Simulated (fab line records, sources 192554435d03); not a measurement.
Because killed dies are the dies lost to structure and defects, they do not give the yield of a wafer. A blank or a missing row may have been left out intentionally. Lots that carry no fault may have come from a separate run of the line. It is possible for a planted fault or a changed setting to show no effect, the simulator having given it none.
fab line records	flow n5Finfet
record lots=7	wafers=21	lastDay=18
route steps=1938 shown GATE_CUT@489 BEOL_M4@1111 PASSIVATION@1936
lots untouched by any fault: they come from a run of this same line in which no faults occurred
startH: hours from the record's opening day to when the first of the lot's shown wafers began	waitH: hours elapsed since this lot's preceding step	" the same as in the row above	L1.1+2: one row covering several wafers at once	- no value present, or no start provided	* or withheld: withheld	< > ~ a bound
route shown NAME@n: names a module that has steps shown in the file, with the first one's number in the route	usual: mean and standard deviation over wafers with no fault	same: alike in all rows	chamber/n: place in a boat	sites: per-site readings	_std_site: standard deviation across them	_edge_site: inner sites' mean taken away from outer sites' mean	radiusMm: how far each site lies from the wafer's centre	mask NAME#n: copy n	behind: tool/chamber where the wafer was last shaped	hold: reason for holding the lot/hours on hold/outcome of the hold	device: the n, p or np transistor that did not switch	end of line: tests run on the same wafers once the route is complete	a step without rows: its recipe alone	killed: not the wafer's yield, but the dies lost to structure and defects at the first sort	map: the dies of a wafer, with x for killed, . for not killed, _ for no die there
set.NAME: the run value of the setting; set.NAME@STEP: its run value at that earlier step	model.NAME: the simulator's own value behind a step, which no gauge read
lots at selected steps of the route; one table per step, one row per wafer
services: the hour from which a tool's chamber was out of use, counted from the record's first day as startH (under 0 if before that day), plus the number of hours and why
## steps
# step N5_GATE_CUT_INSPECT_15
# recipe mode=adi	inspectInstrument=brightfield
# usual rawDefectCount=125/37
lot.wafer	tool	chamber	startH	waitH	rawDefectCount
L850.2	defectInspect-02	-	88.25	0.0	105
L850.3	"	-	"	"	142
L850.5	"	-	"	"	92
L852.1	defectInspect-01	-	94.97	0.1	103
L852.2	"	-	"	"	104
L852.5	"	-	"	"	155
L857.1	defectInspect-01	-	125.15	0.1	121
L857.3	"	-	"	"	143
L857.5	"	-	"	"	192
L859.2	defectInspect-01	-	136.94	0.1	157
L859.3	"	-	"	"	227
L859.6	"	-	"	"	186
L858.3	defectInspect-02	-	138.21	0.0	98
L858.4	"	-	"	"	126
L858.5	"	-	"	"	106
L870.2	defectInspect-02	-	204.67	0.0	186
L870.3	"	-	"	"	163
L870.5	"	-	"	"	169
L871.2	defectInspect-02	-	217.23	0.0	176
L871.5	"	-	"	"	155
L871.6	"	-	"	"	188
# step N5_GATE_CUT_DESCUM_18
# recipe chemistry=O2	timeS=7	sourcePowerW=50	biasPowerW=20	pressureMtorr=20	rfFrequencyHz=2.712e+07	tempC=40	resist=CAR-EUV	o2FlowSccm=225
# step N5_GATE_CUT_ETCH_28
# recipe chemistry=N2/H2	target=underlayer	targetDepthA=130	maskMaterial=CAR-EUV	timeS=10.4	ionEnergyEv=200	pressureMtorr=30	sourceW=840	biasW=150	n2FlowSccm=200	h2FlowSccm=200	ends=cleared
# usual drypumpMotorCurrentA=5.9/0.73	etchRfOnTimeS=10.51/0.24	oesProductAu=0.68/0.057	rfVppV=523.9/2	showerheadPlenumPTorr=2.54/0.077	throttleValvePct=17.73/0.21
lot.wafer	tool	chamber	startH	waitH	drypumpMotorCurrentA	etchRfOnTimeS	oesProductAu	rfHoursCounterH	rfVppV	showerheadPlenumPTorr	throttleValvePct
L850.2	rieDiel-01	3	88.32	0.0	6.4	10.56	0.79	14	522.6	2.50	17.71
L850.3	"	2	"	"	5.2	10.75	0.64	132	525.8	2.55	17.54
L850.5	"	3	"	"	6.4	10.64	0.78	-	522.0	2.50	17.70
L852.1	rieDiel-03	0	95.56	0.0	6.4	10.86	0.70	65	525.4	2.58	17.65
L852.2	"	3	"	"	6.4	10.10	0.64	180	524.7	2.54	17.97
L852.5	"	3	"	"	6.5	10.18	0.64	-	522.7	2.54	17.96
L857.1	rieDiel-01	2	125.21	0.0	5.2	10.71	0.62	142	523.6	2.55	17.56
L857.3	"	0	"	"	5.6	10.32	0.70	105	525.1	2.56	17.78
L857.5	"	3	"	"	6.4	10.53	0.78	-	522.7	2.50	17.71
L859.2	rieDiel-04	3	137.30	0.0	6.7	10.52	0.72	49	522.5	2.48	17.76
L859.3	"	1	"	"	4.7	10.41	0.64	144	526.9	2.67	17.81
L859.6	"	0	"	"	5.4	10.90	0.61	-	527.2	2.65	17.79
L858.3	rieDiel-01	0	138.28	0.0	5.6	10.29	0.69	109	524.0	2.56	17.81
L858.4	"	0	"	"	5.6	10.17	0.70	-	526.5	2.56	17.79
L858.5	"	3	"	"	6.4	10.53	0.75	-	522.0	2.49	17.73
L870.2	rieDiel-04	2	204.88	0.0	6.5	10.66	0.75	23	522.9	2.48	17.35
L870.3	"	0	"	"	5.3	10.67	0.60	196	526.7	2.64	17.81
L870.5	"	1	"	"	4.7	10.22	0.63	-	527.7	2.66	17.85
L871.2	rieDiel-03	3	217.30	0.0	6.4	10.30	0.61	213	524.7	2.52	18.03
L871.5	"	3	"	"	6.4	10.22	0.62	-	522.9	2.52	18.02
L871.6	"	0	"	"	6.4	10.87	0.67	-	524.3	2.56	17.72
# step N5_GATE_CUT_ETCH_36
# recipe chemistry=CF4	target=SiARC	targetDepthA=130	maskMaterial=CAR-EUV	timeS=21.7	ionEnergyEv=80	pressureMtorr=40	sourceW=545	biasW=36	Ar_flow_sccm=100	cf4FlowSccm=100	ends=cleared
# usual drypumpMotorCurrentA=5.9/0.73	etchRfOnTimeS=22.0/0.53	oesProductAu=0.67/0.056	rfVppV=184.0/1	showerheadPlenumPTorr=2.14/0.053	throttleValvePct=15.47/0.18
lot.wafer	tool	chamber	startH	waitH	drypumpMotorCurrentA	etchRfOnTimeS	oesProductAu	rfHoursCounterH	rfVppV	showerheadPlenumPTorr	throttleValvePct
L850.2	rieDiel-01	3	88.34	0.0	6.4	22.1	0.78	14	184.2	2.12	15.49
L850.3	"	2	"	"	5.2	22.5	0.63	132	185.7	2.16	15.33
L850.5	"	3	"	"	6.5	22.0	0.78	-	183.5	2.12	15.48
L852.1	rieDiel-03	0	95.58	0.0	6.4	22.6	0.70	65	184.1	2.16	15.33
L852.2	"	3	"	"	6.4	21.0	0.64	180	183.4	2.12	15.62
L852.5	"	3	"	"	6.5	21.1	0.65	-	184.8	2.12	15.62
L857.1	rieDiel-01	2	125.23	0.0	5.2	22.3	0.62	142	184.8	2.15	15.34
L857.3	"	0	"	"	5.6	21.2	0.71	105	183.1	2.18	15.73
L857.5	"	3	"	"	6.4	21.7	0.77	-	184.7	2.11	15.50
L859.2	rieDiel-04	3	137.32	0.0	6.7	21.8	0.72	49	183.6	2.10	15.48
L859.3	"	1	"	"	4.7	21.3	0.65	144	186.2	2.22	15.41
L859.6	"	0	"	"	5.4	22.2	0.61	-	184.1	2.20	15.49
L858.3	rieDiel-01	0	138.29	0.0	5.6	21.2	0.70	109	183.7	2.17	15.73
L858.4	"	0	"	"	5.6	21.2	0.70	-	182.9	2.17	15.73
L858.5	"	3	"	"	6.4	21.9	0.75	-	183.8	2.11	15.51
L870.2	rieDiel-04	2	204.90	0.0	6.5	22.5	0.74	23	183.0	2.09	15.20
L870.3	"	0	"	"	5.3	22.3	0.61	196	186.3	2.20	15.52
L870.5	"	1	"	"	4.7	21.4	0.63	-	185.3	2.22	15.45
L871.2	rieDiel-03	3	217.32	0.0	6.4	21.3	0.61	213	183.4	2.11	15.69
L871.5	"	3	"	"	6.5	21.3	0.62	-	183.6	2.11	15.67
L871.6	"	0	"	"	6.4	22.9	0.66	-	184.6	2.14	15.40
# step N5_GATE_CUT_ETCH_37
# recipe chemistry=N2/H2	target=SOC	targetDepthA=600	overetchA=120	maskMaterial=SiARC	tempC=40	timeS=90	ionEnergyEv=200	pressureMtorr=30	sourceW=840	biasW=150	n2FlowSccm=200	h2FlowSccm=200
# usual drypumpMotorCurrentA=5.9/0.73	oesProductAu=0.71/0.059	rfVppV=523.8/2.1	showerheadPlenumPTorr=2.54/0.077	throttleValvePct=17.70/0.21
lot.wafer	tool	chamber	startH	waitH	drypumpMotorCurrentA	oesProductAu	rfHoursCounterH	rfVppV	showerheadPlenumPTorr	throttleValvePct
L850.2	rieDiel-01	3	88.37	0.0	6.4	0.82	15	523.1	2.50	17.67
L850.3	"	2	"	"	5.2	0.68	132	524.3	2.55	17.52
L850.5	"	3	"	"	6.4	0.83	-	523.1	2.50	17.68
L852.1	rieDiel-03	0	95.61	0.0	6.4	0.75	65	524.6	2.58	17.63
L852.2	"	3	"	"	6.5	0.66	180	523.8	2.54	17.95
L852.5	"	3	"	"	6.4	0.66	-	522.6	2.54	17.94
L857.1	rieDiel-01	2	125.26	0.0	5.2	0.66	142	523.1	2.55	17.53
L857.3	"	0	"	"	5.6	0.73	105	526.0	2.56	17.77
L857.5	"	3	"	"	6.4	0.80	-	522.0	2.50	17.70
L859.2	rieDiel-04	3	137.34	0.0	6.7	0.76	49	522.2	2.48	17.73
L859.3	"	1	"	"	4.7	0.68	144	525.5	2.67	17.79
L859.6	"	0	"	"	5.4	0.66	-	526.9	2.65	17.76
L858.3	rieDiel-01	0	138.32	0.0	5.6	0.72	109	523.7	2.56	17.77
L858.4	"	0	"	"	5.6	0.72	-	524.2	2.56	17.77
L858.5	"	3	"	"	6.4	0.80	-	522.3	2.49	17.70
L870.2	rieDiel-04	2	204.93	0.0	6.5	0.79	23	523.8	2.48	17.31
L870.3	"	0	"	"	5.4	0.64	196	527.4	2.64	17.80
L870.5	"	1	"	"	4.7	0.65	-	526.7	2.66	17.82
L871.2	rieDiel-03	3	217.34	0.0	6.5	0.64	213	524.5	2.52	18.01
L871.5	"	3	"	"	6.5	0.64	-	523.1	2.52	18.02
L871.6	"	0	"	"	6.4	0.71	-	524.5	2.56	17.68
# step N5_GATE_CUT_STRIP_38
# recipe chemistry=N2/H2	tempC=40	n2FlowSccm=200	h2FlowSccm=200	rfFrequencyHz=6e+07
# step N5_GATE_CUT_STRIP_39
# recipe chemistry=N2/H2	tempC=40	n2FlowSccm=200	h2FlowSccm=200	rfFrequencyHz=6e+07
# step N5_GATE_CUT_HM_OPEN_40
# recipe chemistry=C4F6/O2	target=SiO2	maskMaterial=SiARC	targetDepthA=1390	timeS=85.1	ionEnergyEv=250	pressureMtorr=30	sourceW=345	biasW=185	Ar_flow_sccm=300	C4F6_flow_sccm=10	O2_flow_sccm=10	ends=cleared
# step N5_GATE_CUT_STRIP_41
# recipe chemistry=CF4	resist=SiARC	powerW=300	biasPowerW=75	pressureMtorr=50	cf4FlowSccm=150	rfFrequencyHz=6e+07
# step N5_GATE_CUT_STRIP_42
# recipe chemistry=O2	powerW=400	tempC=40	pressureMtorr=30	rfFrequencyHz=6e+07	biasPowerW=0	overashFraction=0.3	o2FlowSccm=225
# usual drypumpMotorCurrentA=5.9/0.73	oesProductAu=0.80/0.068	rfVppV=3.6/0.44	showerheadPlenumPTorr=2.10/0.058	throttleValvePct=16.54/0.17
lot.wafer	tool	chamber	startH	waitH	drypumpMotorCurrentA	oesProductAu	rfHoursCounterH	rfVppV	showerheadPlenumPTorr	throttleValvePct
L850.2	rieDiel-01	3	88.53	0.0	6.4	0.92	15	3.5	2.06	16.51
L850.3	"	2	"	"	5.2	0.74	132	2.5	2.09	16.26
L850.5	"	3	"	"	6.5	0.92	-	4.0	2.06	16.50
L852.1	rieDiel-03	0	95.77	0.0	6.4	0.86	65	3.5	2.12	16.39
L852.2	"	3	"	"	6.4	0.75	180	2.9	2.06	16.54
L852.5	"	3	"	"	6.4	0.75	-	3.8	2.06	16.54
L857.1	rieDiel-01	2	125.43	0.0	5.2	0.73	142	4.1	2.08	16.30
L857.3	"	0	"	"	5.6	0.82	105	3.1	2.12	16.74
L857.5	"	3	"	"	6.4	0.91	-	3.3	2.06	16.53
L859.2	rieDiel-04	3	137.51	0.0	6.7	0.86	49	3.6	2.05	16.53
L859.3	"	1	"	"	4.7	0.75	144	3.7	2.19	16.53
L859.6	"	0	"	"	5.4	0.73	-	3.3	2.18	16.63
L858.3	rieDiel-01	0	138.49	0.0	5.6	0.81	109	3.9	2.12	16.74
L858.4	"	0	"	"	5.6	0.81	-	3.6	2.12	16.76
L858.5	"	3	"	"	6.4	0.89	-	3.0	2.06	16.54
L870.2	rieDiel-04	2	205.09	0.0	6.4	0.89	23	3.7	2.07	16.43
L870.3	"	0	"	"	5.4	0.72	196	4.0	2.17	16.66
L870.5	"	1	"	"	4.7	0.75	-	3.1	2.18	16.56
L871.2	rieDiel-03	3	217.51	0.0	6.4	0.72	213	3.7	2.05	16.61
L871.5	"	3	"	"	6.5	0.72	-	3.7	2.05	16.61
L871.6	"	0	"	"	6.4	0.81	-	3.1	2.11	16.46
# step N5_GATE_CUT_ETCH_19
# recipe chemistry=CH3F/O2	target=SiNx	maskMaterial=SiO2	targetDepthA=537	timeS=76.7	pressureMtorr=30	sourceW=395	biasW=73	Ar_flow_sccm=150	CH3F_flow_sccm=30	O2_flow_sccm=20	ionEnergyEv=120	ends=cleared
# step N5_GATE_CUT_CUT_ETCH_53
# recipe chemistry=SF6/Cl2	target=W	maskMaterial=SiO2	targetDepthA=792	pressureMtorr=8	icpW=900	biasW=80	SF6_flow_sccm=40	Cl2_flow_sccm=60	ends=cleared
# usual drypumpMotorCurrentA=5.7/0.64	etchRfOnTimeS=26.3/0.71	mfcCl2Sccm=60.01/0.18	oesProductAu=0.77/0.081	throttleValvePct=28.77/0.13
lot.wafer	tool	chamber	startH	waitH	drypumpMotorCurrentA	etchRfOnTimeS	mfcCl2Sccm	oesProductAu	rfHoursCounterH	throttleValvePct
L850.2	rieMetal-02	1	88.68	0.1	6.1	25.8	59.91	0.67	64	28.95
L850.3	"	0	"	"	5.3	26.2	59.92	0.58	-	28.80
L850.5	"	0	"	"	5.3	26.1	59.91	0.59	-	28.82
L852.1	rieMetal-03	1	95.92	0.1	5.7	27.2	60.07	0.70	33	28.70
L852.2	"	0	"	"	6.5	26.9	60.22	0.82	5	28.86
L852.5	"	0	"	"	6.5	27.0	59.98	0.82	-	28.86
L857.1	rieMetal-03	1	125.57	0.1	5.7	26.9	60.13	0.69	36	28.73
L857.3	"	0	"	"	6.5	26.7	60.07	0.79	-	28.88
L857.5	"	0	"	"	6.4	26.7	60.21	0.80	-	28.87
L859.2	rieMetal-03	0	137.66	0.1	6.5	26.9	59.89	0.79	10	28.88
L859.3	"	1	"	"	5.7	27.1	59.95	0.68	-	28.73
L859.6	"	1	"	"	5.7	27.2	59.72	0.69	-	28.73
L858.3	rieMetal-03	0	138.66	0.1	6.5	27.0	60.07	0.78	-	28.87
L858.4	"	1	"	"	5.7	26.9	59.99	0.69	-	28.71
L858.5	"	1	"	"	5.7	26.9	59.94	0.70	-	28.71
L870.2	rieMetal-01	0	205.25	0.1	4.6	24.9	60.21	0.84	9	28.85
L870.3	"	0	"	"	4.6	24.9	60.14	0.85	-	28.84
L870.5	"	1	"	"	5.9	26.3	60.15	0.81	-	28.53
L871.2	rieMetal-01	1	217.66	0.1	5.9	26.3	59.72	0.80	8	28.54
L871.5	"	0	"	"	4.6	25.0	60.39	0.84	-	28.84
L871.6	"	1	"	"	5.9	26.5	59.62	0.80	-	28.53
# step N5_GATE_CUT_CUT_ETCH_54
# recipe chemistry=Cl2/BCl3	target=TiN	maskMaterial=SiO2	targetDepthA=967	pressureMtorr=10	icpW=1000	biasW=126	Cl2_flow_sccm=53.25	bcl3FlowSccm=21.75	Ar_flow_sccm=25	ends=cleared
# usual bcl3FlowSccm=21.75/0.072	drypumpMotorCurrentA=5.7/0.64	etchRfOnTimeS=36.6/0.92	mfcCl2Sccm=53.27/0.16	oesProductAu=0.77/0.08	throttleValvePct=22.13/0.098
lot.wafer	tool	chamber	startH	waitH	bcl3FlowSccm	drypumpMotorCurrentA	etchRfOnTimeS	mfcCl2Sccm	oesProductAu	rfHoursCounterH	throttleValvePct
L850.2	rieMetal-02	1	88.74	0.0	21.69	6.1	36.0	53.16	0.67	65	22.36
L850.3	"	0	"	"	21.76	5.3	36.5	53.35	0.58	-	22.37
L850.5	"	0	"	"	21.72	5.3	36.1	52.95	0.59	-	22.34
L852.1	rieMetal-03	1	95.98	0.0	21.70	5.7	37.7	53.16	0.70	33	22.13
L852.2	"	0	"	"	21.71	6.4	37.4	53.29	0.81	5	22.18
L852.5	"	0	"	"	21.79	6.5	37.7	53.30	0.81	-	22.19
L857.1	rieMetal-03	1	125.63	0.0	21.64	5.7	37.0	57.60	0.70	37	22.64
L857.3	"	0	"	"	21.76	6.5	36.8	57.60	0.80	-	22.69
L857.5	"	0	"	"	21.77	6.4	36.8	57.68	0.80	-	22.69
L859.2	rieMetal-03	0	137.72	0.0	21.73	6.5	36.9	57.53	0.79	10	22.69
L859.3	"	1	"	"	21.74	5.7	37.0	57.64	0.69	-	22.63
L859.6	"	1	"	"	21.76	5.7	36.8	57.50	0.70	-	22.63
L858.3	rieMetal-03	0	138.72	0.0	21.85	6.4	36.9	57.62	0.79	-	22.69
L858.4	"	1	"	"	21.80	5.7	36.5	57.45	0.70	-	22.62
L858.5	"	1	"	"	21.87	5.8	37.0	57.56	0.69	-	22.64
L870.2	rieMetal-01	0	205.31	0.0	21.87	4.6	34.9	53.05	0.85	9	22.03
L870.3	"	0	"	"	21.86	4.6	34.8	53.21	0.84	-	22.03
L870.5	"	1	"	"	21.80	5.9	36.7	53.20	0.80	-	22.03
L871.2	rieMetal-01	1	217.72	0.0	21.83	5.9	36.7	53.25	0.80	8	22.04
L871.5	"	0	"	"	21.77	4.6	35.1	53.35	0.84	-	22.04
L871.6	"	1	"	"	21.74	5.9	37.0	53.26	0.79	-	22.04
# step N5_GATE_CUT_CUT_ETCH_55
# recipe chemistry=BCl3	target=HfO2	maskMaterial=SiO2	targetDepthA=32	ionEnergyEv=30	pressureMtorr=5	icpW=450	biasW=18	bcl3FlowSccm=80
# step N5_BEOL_M4_RC_MEAS_101
# usual DIBL_N=36.3/2	DIBL_P=36.3/2.4	IOFF_N=0.16/0.034	IOFF_P=0.21/0.035	ION_N=672/12	ION_P=459/6.5	SS_N=71.6/0.67	SS_P=73.3/0.71	VT_N=250/3.5	VT_P=-251/3
lot.wafer	tool	chamber	startH	waitH	DIBL_N[mV/V]	DIBL_P[mV/V]	IOFF_N[nA/um]	IOFF_P[nA/um]	ION_N[uA/um]	ION_P[uA/um]	SS_N[mV/dec]	SS_P[mV/dec]	VT_N[mV]	VT_P[mV]
L850.2	prober-02	0	168.59	0.2	39.1	37.4	0.18	0.24	670	462	72.4	72.9	248	-247
L850.3	"	0	"	"	35.9	33.7	0.13	0.18	685	467	70.7	73.0	252	-249
L850.5	"	0	"	"	34.6	32.9	0.11	0.17	648	453	70.7	72.7	255	-252
L852.1	prober-02	0	175.37	0.0	35.2	34.8	0.14	0.20	678	464	71.0	73.2	253	-249
L852.2	"	0	"	"	33.0	32.0	0.11	0.16	658	454	70.8	72.1	256	-253
L852.5	"	0	"	"	31.8	31.1	0.10	0.15	654	456	70.5	71.9	256	-256
L857.1	prober-02	0	219.81	0.0	33.2	32.5	0.13	0.17	669	456	72.0	72.4	251	-255
L857.3	"	0	"	"	35.0	35.7	0.16	0.22	673	462	72.4	73.3	249	-247
L857.5	"	0	"	"	32.8	32.0	0.12	0.17	652	446	71.1	72.3	253	-250
L859.2	prober-02	0	242.64	0.2	40.5	39.7	0.23	0.25	679	456	72.6	73.8	246	-248
L859.3	"	0	"	"	39.3	38.1	0.19	0.21	682	453	72.3	73.6	247	-253
L859.6	"	0	"	"	38.8	38.8	0.19	0.22	686	465	72.7	73.6	247	-251
L858.3	prober-02	0	254.00	0.3	35.8	35.0	0.13	0.22	651	452	71.9	73.3	253	-246
L858.4	"	0	"	"	36.7	36.4	0.16	0.24	664	466	71.2	73.9	252	-246
L858.5	"	0	"	"	36.9	36.1	0.16	0.24	669	463	72.0	73.8	250	-247
L870.2	prober-02	0	296.36	0.2	33.6	32.7	0.13	0.16	674	456	71.3	72.5	251	-253
L870.3	"	0	"	"	35.7	35.4	0.17	0.19	684	458	71.8	72.8	247	-251
L870.5	"	0	"	"	36.7	37.5	0.20	0.22	695	467	72.5	73.0	244	-249
L871.2	prober-01	0	318.02	0.2	35.9	35.0	0.15	0.18	671	458	71.1	73.6	248	-254
L871.5	"	0	"	"	35.2	35.0	0.15	0.18	672	460	71.1	73.3	250	-252
L871.6	"	0	"	"	35.6	35.9	0.16	0.20	681	465	71.5	73.4	249	-251
# step N5_PASSIVATION_PROBE_49
# usual defectLimitedYield=91.4/1.5	killed_at_M0_to_M3=33/11	killed_at_M4_up=14/5.3	killedAtContacts=13/6.2	killedAtFrontEnd=39/13	killedAtOther=3.1/2.8	killedDies=102/17	killedOpen=68/13	killedShort=32/7.8	sort_bin_5_function=5.1/0.95	sort_bin_6_memory=3.2/0.7	sortNPass=1078/18	sortYieldPct=91.3/1.5
# same grossDies=1180	killedAtBackSide=0	sort_bin_4_leakage[%]=0	sort_bin_8_speed[%]=0
lot.wafer	tool	chamber	startH	waitH	defectLimitedYield[%]	killed_at_M0_to_M3	killed_at_M4_up	killedAtContacts	killedAtFrontEnd	killedAtOther	killedDies	killedOpen	killedShort	sort_bin_5_function[%]	sort_bin_6_memory[%]	sortNPass	sortYieldPct[%]
L852.1	prober-02	-	281.23	0.0	93.5	29	12	17	18	1	77	55	22	3.5	2.8	1103	93.5
L852.2	prober-02	-	281.28	0.1	92.6	35	12	11	28	1	87	62	24	4.6	2.5	1093	92.6
L852.5	prober-02	-	281.43	0.2	90.7	29	19	14	47	1	110	81	29	5.2	3.7	1070	90.7
L857.1	prober-01	-	319.35	0.0	90.8	31	19	9	49	1	109	68	41	5.7	3.4	1071	90.8
L857.3	prober-01	-	319.45	0.1	91.3	32	7	2	60	2	103	59	43	5.3	3.2	1077	91.3
L857.5	prober-01	-	319.55	0.2	90.2	48	9	8	51	0	116	79	37	7.2	2.4	1064	90.2
L858.3	prober-02	-	357.97	0.1	89.3	56	15	22	31	2	126	88	36	6.3	4.2	1054	89.3
L858.4	prober-02	-	358.02	0.2	90.4	39	7	14	50	3	113	83	30	5.5	3.9	1067	90.4
L858.5	prober-02	-	358.07	0.2	89.6	40	13	15	48	7	123	87	34	6.4	3.8	1057	89.6
# killed by level:class
L852.1 MOL_CONTACT_COAG:geometricParticle:open=12 BEOL_M2:geometricParticle:open=12 BEOL_M4:geometricParticle:open=7 MOL_CONTACT_COAG:geometricParticle:short=5 BEOL_M1:geometricParticle:open=4 BEOL_M2:geometricParticle:short=4 BEOL_M3:geometricParticle:open=4 FIN_SAQP:geometricParticle:short=3
L852.2 BEOL_M2:geometricParticle:open=11 STI_FIN_REVEAL:geometricParticle:open=8 BEOL_M3:geometricParticle:open=8 MOL_CONTACT_COAG:geometricParticle:open=6 BEOL_M0_SAQP:geometricParticle:open=6 MOL_CONTACT_COAG:geometricParticle:short=4 BEOL_M0_SAQP:geometricParticle:short=4 STARTING-WAFER:geometricParticle:short=4
L852.5 MOL_CONTACT_COAG:geometricParticle:open=13 BEOL_M2:geometricParticle:open=10 FIN_SAQP:geometricParticle:open=9 STI_FIN_REVEAL:geometricParticle:open=7 DUMMY_GATE:geometricParticle:open=7 BEOL_M2:geometricParticle:short=7 FIN_SAQP:geometricParticle:short=5 BEOL_M4:geometricParticle:open=5
L857.1 FIN_SAQP:geometricParticle:short=14 FIN_SAQP:geometricParticle:open=11 BEOL_M4:geometricParticle:open=11 MOL_CONTACT_COAG:geometricParticle:open=8 BEOL_M0_SAQP:geometricParticle:open=8 BEOL_M1:geometricParticle:open=8 BEOL_M1:geometricParticle:short=7 STI_FIN_REVEAL:geometricParticle:open=6
L857.3 FIN_SAQP:geometricParticle:short=18 FIN_SAQP:geometricParticle:open=17 BEOL_M0_SAQP:geometricParticle:short=12 STI_FIN_REVEAL:geometricParticle:open=11 BEOL_M0_SAQP:geometricParticle:open=9 GATE_CUT:geometricParticle:short=7 BEOL_M1:geometricParticle:open=4 BEOL_M4:geometricParticle:open=3
L857.5 FIN_SAQP:geometricParticle:short=12 BEOL_M0_SAQP:geometricParticle:open=12 FIN_SAQP:geometricParticle:open=11 BEOL_M0_SAQP:geometricParticle:short=9 BEOL_M1:geometricParticle:open=9 MOL_CONTACT_COAG:geometricParticle:open=8 GATE_CUT:geometricParticle:short=7 STI_FIN_REVEAL:geometricParticle:open=7
L858.3 MOL_CONTACT_COAG:geometricParticle:open=19 BEOL_M1:geometricParticle:open=14 BEOL_M0_SAQP:geometricParticle:short=13 BEOL_M0_SAQP:geometricParticle:open=13 STI_FIN_REVEAL:geometricParticle:open=9 BEOL_M4:geometricParticle:open=8 FIN_SAQP:geometricParticle:short=5 BEOL_M1:geometricParticle:short=5
L858.4 STI_FIN_REVEAL:geometricParticle:open=20 MOL_CONTACT_COAG:geometricParticle:open=12 BEOL_M0_SAQP:geometricParticle:open=10 BEOL_M0_SAQP:geometricParticle:short=9 BEOL_M1:geometricParticle:open=7 FIN_SAQP:geometricParticle:open=6 FIN_SAQP:geometricParticle:short=5 DUMMY_GATE:geometricParticle:open=5
L858.5 STI_FIN_REVEAL:geometricParticle:open=24 BEOL_M1:geometricParticle:open=17 MOL_CONTACT_COAG:geometricParticle:open=12 DUMMY_GATE:geometricParticle:open=7 BEOL_M0_SAQP:geometricParticle:open=6 BEOL_M4:geometricParticle:open=6 BEOL_M0_SAQP:geometricParticle:short=5 BEOL_M4:geometricParticle:short=5
## services
tool	chamber	startH	hours	kind
rieDiel-03	0	65.90	7.4	repair
rieMetal-01	1	74.07	-	clean
rieMetal-01	1	74.07	24.8	scheduledDown
rieMetal-01	1	74.07	24.8	ventCycle
rieDiel-03	0	79.78	8.1	repair
rieMetal-01	0	96.01	12.8	repair
rieMetal-02	-	97.60	0.3	repair
rieDiel-04	2	118.16	-	clean
rieDiel-04	2	118.16	-	consumableReplace:focusRing
rieDiel-04	2	118.16	20.2	scheduledDown
rieDiel-04	2	118.16	20.2	ventCycle
rieDiel-01	1	136.98	6.2	repair
rieDiel-04	3	157.82	7.7	repair
rieDiel-01	3	159.74	5.1	repair
rieDiel-04	0	164.51	10.8	repair
rieDiel-01	0	192.03	15.2	repair
rieMetal-02	-	192.83	2.7	repair
rieDiel-01	3	199.51	13.7	repair
rieDiel-01	1	203.97	4.9	repair
rieMetal-02	-	206.77	2.8	pm
## key
firstSign step=N5_GATE_CUT_CUT_ETCH_54	reading=mfcCl2Sccm	direction=up	sigmas=27	usual=53.27	struck=57.58
effect step=N5_GATE_CUT_CUT_ETCH_54	reading=throttleValvePct	direction=up	sigmas=5.3	usual=*	struck=*
metAt N5_GATE_CUT_CUT_ETCH_54
struckWafers L857.1,L857.3,L857.5,L858.3,L858.4,L858.5,L859.2,L859.3,L859.6
onsetBetween 95.98 125.63
fault kind=processParameterDrift	tool=rieMetal-03	chamber=-	onsetH=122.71	steps=N5_GATE_CUT_CUT_ETCH_54	channel=Cl2_flow_sccm	offset=4.3441	shape=step	endH=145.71	actsIn=theseRecipesOnly	stated=53.25
